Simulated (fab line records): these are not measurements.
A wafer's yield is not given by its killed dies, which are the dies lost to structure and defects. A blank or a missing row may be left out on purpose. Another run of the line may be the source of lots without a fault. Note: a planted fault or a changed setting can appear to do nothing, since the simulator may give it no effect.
Which tool did it? + flow nand-harc + Sampling: 11 lots, 33 wafers, 6 of 1302 route steps

== WHAT THE GAUGES READ, wafer by wafer ==
NHARC_P_START_INSPECT_01.
| lot  | measured     | on                | raw-defect-count |
|------|--------------|-------------------|------------------|
| L589 | day 1 20:03  | defect-inspect-01 | 1 0 3            |
| L591 | day 2 16:02  | defect-inspect-02 | 3 4 1            |
| L592 | day 3 02:02  | defect-inspect-01 | 3 3 5            |
| L594 | day 3 22:02  | defect-inspect-02 | 4 3 3            |
| L602 | day 7 06:02  | defect-inspect-01 | 2 0 5            |
| L603 | day 7 16:02  | defect-inspect-02 | 2 3 0            |
| L607 | day 9 08:02  | defect-inspect-01 | 4 3 5            |
| L608 | day 9 18:02  | defect-inspect-02 | 0 3 3            |
| L609 | day 10 04:02 | defect-inspect-01 | 5 7 5            |
| L611 | day 11 00:02 | defect-inspect-02 | 1 5 3            |
| L612 | day 11 10:03 | defect-inspect-02 | 3 0 3            |

NHARC_P_GATE_CD_MEAS_46: the cd target is 720 nm.
| lot  | measured     | on        | cd-nm (nm)        |
|------|--------------|-----------|-------------------|
| L589 | day 5 18:35  | cd-sem-03 | 719.0 720.7 718.3 |
| L591 | day 6 08:29  | cd-sem-02 | 719.2 720.1 722.3 |
| L592 | day 6 22:08  | cd-sem-01 | 718.6 720.4 720.7 |
| L594 | day 7 17:43  | cd-sem-01 | - - -             |
| L602 | day 10 19:40 | cd-sem-02 | 722.9 723.5 722.2 |
| L603 | day 11 19:37 | cd-sem-03 | 723.6 720.4 720.7 |
| L607 | day 13 01:12 | cd-sem-01 | 720.5 723.1 717.8 |
| L608 | day 13 13:42 | cd-sem-02 | 720.5 721.6 718.1 |
| L609 | day 14 05:02 | cd-sem-02 | 719.3 718.5 716.1 |
| L611 | day 14 13:28 | cd-sem-03 | 721.2 721.3 720.2 |
| L612 | day 14 23:30 | cd-sem-01 | 717.6 718.9 720.3 |

NHARC_END_SORT_01.
| lot  | measured     | on        | killed-at-array | killed-at-other | killed-at-periphery | killed-dies | killed-open | killed-short |
|------|--------------|-----------|-----------------|-----------------|---------------------|-------------|-------------|--------------|
| L594 | day 27 06:52 | prober-01 | 34 27 34        | 4 2 0           | 639 648 643         | 677 677 677 | 8 6 4       | 1 2 3        |

== WHAT TOOL EACH LOT RAN ON (gives the tool, then ch and the chambers of the sampled wafers, and finally the start) ==
| lot  | NHARC_P_STI_ETCH_42                | NHARC_P_GATE_ETCHBACK_37                      | NHARC_P_GATE_EXPOSE_43            |
|------|------------------------------------|-----------------------------------------------|-----------------------------------|
| L589 | rie-diel-04 ch 0,1,3, day 3 01:02  | rie-diel-06 ch 0,1, day 5 18:26 or earlier    | krf-scanner-01 ch 0, day 5 18:26  |
| L591 | rie-diel-04 ch 1,2, day 3 14:57    | rie-diel-06 ch 1,2,3, day 6 08:20 or earlier  | krf-scanner-02 ch 0, day 6 08:20  |
| L592 | rie-diel-12 ch 0,1,2, day 4 01:23  | rie-diel-13 ch 0,2,3, day 6 21:58 or earlier  | krf-scanner-02 ch 0, day 6 21:58  |
| L594 | rie-diel-11 ch 0,2,3, day 4 22:49  | rie-diel-13 ch 0,1,3, day 7 17:34 or earlier  | krf-scanner-01 ch 0, day 7 17:34  |
| L602 | rie-diel-12 ch 0,1,3, day 8 05:12  | rie-diel-13 ch 0,1,2, day 10 19:31 or earlier | krf-scanner-02 ch 0, day 10 19:31 |
| L603 | rie-diel-11 ch 0,1,2, day 8 15:53  | rie-diel-13 ch 0,3, day 11 19:28 or earlier   | krf-scanner-01 ch 0, day 11 19:28 |
| L607 | rie-diel-12 ch 0,2,3, day 10 09:10 | rie-diel-06 ch 0,3, day 13 01:02 or earlier   | krf-scanner-01 ch 0, day 13 01:02 |
| L608 | rie-diel-11 ch 0,1,2, day 10 21:49 | rie-diel-06 ch 0,1, day 13 13:33 or earlier   | krf-scanner-03 ch 0, day 13 13:33 |
| L609 | rie-diel-12 ch 2,3, day 11 07:56   | rie-diel-08 ch 0,1,3, day 14 04:52 or earlier | krf-scanner-03 ch 0, day 14 04:52 |
| L611 | rie-diel-11 ch 1,3, day 12 00:49   | rie-diel-13 ch 1,2,3, day 14 13:19 or earlier | krf-scanner-02 ch 0, day 14 13:19 |
| L612 | rie-diel-04 ch 0,1,2, day 12 09:13 | rie-diel-13 ch 0,1,3, day 14 23:20 or earlier | krf-scanner-01 ch 0, day 14 23:20 |
- NHARC_P_STI_ETCH_42: etches the open film in N2/H2, target depth 80 nm, overetch 24 nm, time 61 s.
- NHARC_P_GATE_ETCHBACK_37: etches the open film in CHF3/O2, target depth 34.5 nm, time 17.2 s.
- NHARC_P_GATE_EXPOSE_43: exposes mask P NSD, target cd 720 nm.

== WHAT THE TOOLS THEMSELVES READ (means of the sampled wafers that have a number; where no wafer has one, the mark that the record gives instead) ==
NHARC_P_STI_ETCH_42.
| lot  | tool        | chamber-pressure-mTorr (mTorr) | drypump-motor-current-A (A) | oes-product-au (a.u.) | rf-vpp-V (V) | showerhead-plenum-p-Torr (Torr) | throttle-valve-pct (%) |
|------|-------------|--------------------------------|-----------------------------|-----------------------|--------------|---------------------------------|------------------------|
| L589 | rie-diel-04 | 29.996                         | 5.6                         | 0.999                 | 429.8        | 2.04                            | 14.170                 |
| L591 | rie-diel-04 | 29.992                         | 5.8                         | 1.006                 | 432.9        | 2.11                            | 14.161                 |
| L592 | rie-diel-12 | 29.997                         | 5.3                         | 1.005                 | 430.3        | 2.04                            | 14.169                 |
| L594 | rie-diel-11 | 30.001                         | 6.2                         | 0.996                 | 431.0        | 2.08                            | 14.179                 |
| L602 | rie-diel-12 | 30.017                         | 5.6                         | 0.993                 | 431.5        | 2.04                            | 14.171                 |
| L603 | rie-diel-11 | 29.983                         | 6.3                         | 0.998                 | 429.1        | 1.98                            | 14.173                 |
| L607 | rie-diel-12 | 30.011                         | 5.3                         | 0.986                 | 429.8        | 2.02                            | 14.165                 |
| L608 | rie-diel-11 | 29.999                         | 6.3                         | 1.000                 | 428.5        | 1.98                            | 14.169                 |
| L609 | rie-diel-12 | 30.011                         | 5.2                         | 0.997                 | 430.7        | 2.03                            | 14.173                 |
| L611 | rie-diel-11 | 30.008                         | 5.7                         | 1.009                 | 431.8        | 2.10                            | 14.175                 |
| L612 | rie-diel-04 | 29.991                         | 5.5                         | 0.994                 | 430.1        | 2.04                            | 14.172                 |

NHARC_P_GATE_ETCHBACK_37.
| lot  | tool        | chamber-pressure-mTorr (mTorr) | drypump-motor-current-A (A) | oes-product-au (a.u.) | rf-vpp-V (V) | showerhead-plenum-p-Torr (Torr) | throttle-valve-pct (%) |
|------|-------------|--------------------------------|-----------------------------|-----------------------|--------------|---------------------------------|------------------------|
| L589 | rie-diel-06 | 25.003                         | 5.8                         | 0.922                 | 366.9        | 2.27                            | 20.570                 |
| L591 | rie-diel-06 | 25.002                         | 6.3                         | 0.927                 | 369.5        | 2.34                            | 20.575                 |
| L592 | rie-diel-13 | 25.007                         | 6.0                         | 1.001                 | 369.9        | 2.41                            | 20.581                 |
| L594 | rie-diel-13 | 24.987                         | 6.1                         | 0.909                 | 372.7        | 2.48                            | 20.567                 |
| L602 | rie-diel-13 | 25.013                         | 6.1                         | 0.930                 | 372.1        | 2.46                            | 20.566                 |
| L603 | rie-diel-13 | 25.001                         | 6.0                         | 0.924                 | 371.1        | 2.43                            | 20.581                 |
| L607 | rie-diel-06 | 25.028                         | 6.6                         | 0.912                 | 369.9        | 2.36                            | 20.570                 |
| L608 | rie-diel-06 | 25.012                         | 5.8                         | 0.979                 | 367.7        | 2.26                            | 20.573                 |
| L609 | rie-diel-08 | 25.001                         | 5.8                         | 0.996                 | 369.9        | 2.38                            | 20.579                 |
| L611 | rie-diel-13 | 24.990                         | 5.8                         | 0.934                 | 371.3        | 2.43                            | 20.576                 |
| L612 | rie-diel-13 | 24.995                         | 6.1                         | 0.938                 | 372.7        | 2.48                            | 20.567                 |

NHARC_P_GATE_EXPOSE_43.
| lot  | tool           | focus-offset-nm (nm) | reticle-temp-C (C) |
|------|----------------|----------------------|--------------------|
| L589 | krf-scanner-01 | 0.1                  | 23.07              |
| L591 | krf-scanner-02 | -0.4                 | 22.95              |
| L592 | krf-scanner-02 | -0.4                 | 22.89              |
| L594 | krf-scanner-01 | 0.1                  | 22.84              |
| L602 | krf-scanner-02 | -0.5                 | 23.09              |
| L603 | krf-scanner-01 | 0.4                  | 22.87              |
| L607 | krf-scanner-01 | 0.4                  | 22.90              |
| L608 | krf-scanner-03 | -0.2                 | 23.02              |
| L609 | krf-scanner-03 | -0.6                 | 22.98              |
| L611 | krf-scanner-02 | -0.3                 | 23.04              |
| L612 | krf-scanner-01 | 0.1                  | 23.09              |

== THE ANSWER, worked out from the rows above alone ==
Rule: the lots themselves supply what counts as usual. The widest of any qualifying gaps counts: lots, ordered by their means at a reading, are off when they make up no more than a third of the lots, leave a main group of 4 or more, and stand apart from it by 3 or more times the standard deviation of that group's means. A main group whose means are all the same, to the digits that the tables above print for the reading, isn't used. A lot without any number at a reading at which 4 lots or more have one is off too. Any other lot the step has rows for is counted as sound. First the gauges in route order, then the tools' own readings, where a lot's mean is used as printed above. At the first step where some lot is off, the reading lying furthest off is the one used; lots without a number count as furthest.
Off: L594 (NHARC_P_GATE_CD_MEAS_46, cd-nm). Without a number there: L594. The main group: mean 720.3 nm, standard deviation 1.3.
If a tool, at a process step before that reading, ran all the lots that are off and no sound lot after the first of them, it fits. Those tools and the gauges at NHARC_P_GATE_CD_MEAS_46 are tried in the same way. NHARC_P_GATE_ETCHBACK_37: start missing for some lots; hours and lot order therefore follow NHARC_P_GATE_EXPOSE_43. Of those tried, none fits.

== WHAT THE SIMULATOR HAD INSERTED ==
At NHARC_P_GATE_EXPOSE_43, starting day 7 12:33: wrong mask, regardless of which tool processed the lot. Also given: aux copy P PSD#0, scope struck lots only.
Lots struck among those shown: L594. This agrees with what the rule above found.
